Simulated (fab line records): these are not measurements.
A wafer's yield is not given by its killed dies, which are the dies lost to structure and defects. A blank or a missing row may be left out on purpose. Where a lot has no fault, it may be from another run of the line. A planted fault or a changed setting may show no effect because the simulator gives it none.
Split-lot study | flow n5Finfet | on a route of 1938 steps: 7 lots, 39 wafers read

== ABOUT THE SPLIT ==
At N5_WELL_APT_EXPOSE_05 (exposes mask NWELL, defocus 0 nm, target cd 200 nm), the setting doseMj was moved away from the recipe's 20.3 on 12 of the 39 wafers read, by -7.7% to -3.4%. This setting was run at the recipe's value on the other wafers.

== FROM THE SPLIT TO THE READING: what the file shows between them, 3 steps ==
- N5_WELL_APT_PEB_06: peb time 90 s
- N5_WELL_APT_DEVELOP_07: develop time 45 s
- N5_WELL_APT_HARDBAKE_12: time 120 s

== THE READING ==
cdNm, in nm, at N5_WELL_APT_CD_MEAS_08 (target cd 200 nm). On this fab line, fault-free wafers typically give 200.1 nm with a standard deviation of 1.6 nm.

wafer  | tool, chamber at the split | doseMj as run | against the recipe | cdNm, nm | against lot-mates on the recipe
L078.1 | krfScanner-01, 0           | 19.61         | -3.4%              | 196.3    | -3.7
L078.2 | krfScanner-01, 0           | 19.61         | -3.4%              | 194.7    | -5.3
L078.3 | krfScanner-01, 0           | 20.3          | recipe             | 200.8    | -
L078.4 | krfScanner-01, 0           | 19.61         | -3.4%              | 192.7    | -7.3
L078.5 | krfScanner-01, 0           | 20.3          | recipe             | 198.7    | -
L078.6 | krfScanner-01, 0           | 20.3          | recipe             | 200.5    | -
L079.1 | krfScanner-01, 0           | 20.3          | recipe             | 201.2    | -
L079.2 | krfScanner-01, 0           | 20.3          | recipe             | 202.1    | -
L079.5 | krfScanner-01, 0           | 20.3          | recipe             | 200.4    | -
L080.1 | krfScanner-02, 0           | 19.39         | -4.5%              | 194.0    | -6.2
L080.2 | krfScanner-02, 0           | 19.39         | -4.5%              | 196.4    | -3.8
L080.3 | krfScanner-02, 0           | 20.3          | recipe             | 201.0    | -
L080.4 | krfScanner-02, 0           | 20.3          | recipe             | 200.7    | -
L080.5 | krfScanner-02, 0           | 20.3          | recipe             | 199.0    | -
L080.6 | krfScanner-02, 0           | 19.39         | -4.5%              | 193.5    | -6.7
L088.1 | krfScanner-02, 0           | 20.3          | recipe             | 201.5    | -
L088.2 | krfScanner-02, 0           | 20.3          | recipe             | 201.5    | -
L088.3 | krfScanner-02, 0           | 20.3          | recipe             | 199.7    | -
L088.4 | krfScanner-02, 0           | 20.3          | recipe             | 201.6    | -
L088.5 | krfScanner-02, 0           | 20.3          | recipe             | 199.5    | -
L088.6 | krfScanner-02, 0           | 20.3          | recipe             | 200.9    | -
L092.1 | krfScanner-02, 0           | 20.3          | recipe             | 198.0    | -
L092.2 | krfScanner-02, 0           | 20.3          | recipe             | 198.7    | -
L092.3 | krfScanner-02, 0           | 18.73         | -7.7%              | 184.0    | -14.8
L092.4 | krfScanner-02, 0           | 20.3          | recipe             | 199.6    | -
L092.5 | krfScanner-02, 0           | 18.73         | -7.7%              | 185.1    | -13.7
L092.6 | krfScanner-02, 0           | 18.73         | -7.7%              | 184.2    | -14.6
L095.1 | krfScanner-01, 0           | 19.1          | -5.9%              | 190.3    | -9.1
L095.2 | krfScanner-01, 0           | 20.3          | recipe             | 199.7    | -
L095.3 | krfScanner-01, 0           | 19.1          | -5.9%              | 187.7    | -11.7
L095.4 | krfScanner-01, 0           | 20.3          | recipe             | 199.7    | -
L095.5 | krfScanner-01, 0           | 19.1          | -5.9%              | 189.1    | -10.3
L095.6 | krfScanner-01, 0           | 20.3          | recipe             | 198.7    | -
L096.1 | krfScanner-01, 0           | 20.3          | recipe             | 202.7    | -
L096.2 | krfScanner-01, 0           | 20.3          | recipe             | 200.7    | -
L096.3 | krfScanner-01, 0           | 20.3          | recipe             | 200.2    | -
L096.4 | krfScanner-01, 0           | 20.3          | recipe             | 199.6    | -
L096.5 | krfScanner-01, 0           | 20.3          | recipe             | 201.2    | -
L096.6 | krfScanner-01, 0           | 20.3          | recipe             | 201.0    | -

FIT RESULTS
A straight line over all 39 wafers: cdNm changes by +1.88 nm for each +1% of doseMj; r = +0.96; the points scatter about the line by 1.5 nm.
The same after taking each lot's own level away (the mean of its wafers on the recipe; 39 wafers): +1.72 nm for each +1%; r = +0.97; scatter 1.2 nm.
That fit puts the effect of the largest move of doseMj on the reading at 13 nm.
From 198.77 to 201.23 nm: that is the span of the lots' own levels, equal to 1.5 times the standard deviation above.
Consequently the slope shifts little with the lot-to-lot level, the two slopes agreeing.
Check: -12.9 nm against its lot-mates is what the line predicts for one of the wafers moved furthest among these (-7.7%) when that wafer is left out of the fit. It came out at -14.8 nm against them.

== OTHER SPLITS APPLIED TO THESE WAFERS ==
Note: prior to the reading, these wafers also went through further splits. Each is held against what the fit with the lots' levels taken away leaves over:
other split on the same wafers    | wafers away from the commonest value | r with cdNm (lot level and that fit taken away)
N5_ZERO_LAYER_PECVD_02 targetThkA | 15                                   | -0.08

== THE WHOLE CHAIN: every reading that the file lists as answering this split, in the file's order ==
step                   | what it does             | reading                                                        | change (the file's fit)              | r (the file's)
N5_WELL_APT_CD_MEAS_08 | target cd 200 nm         | cdNm                                                           | +1.7 nm for each +1% of the setting  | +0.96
N5_WELL_APT_DESCUM_13  | chemistry O2, time 7.9 s | WELL_APT.cdNm (the simulator's own value, which no gauge read) | +1.69 nm for each +1% of the setting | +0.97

== FILE'S OWN FIT ==
cdNm changes by +1.7 nm for each +1% of doseMj, r = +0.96.
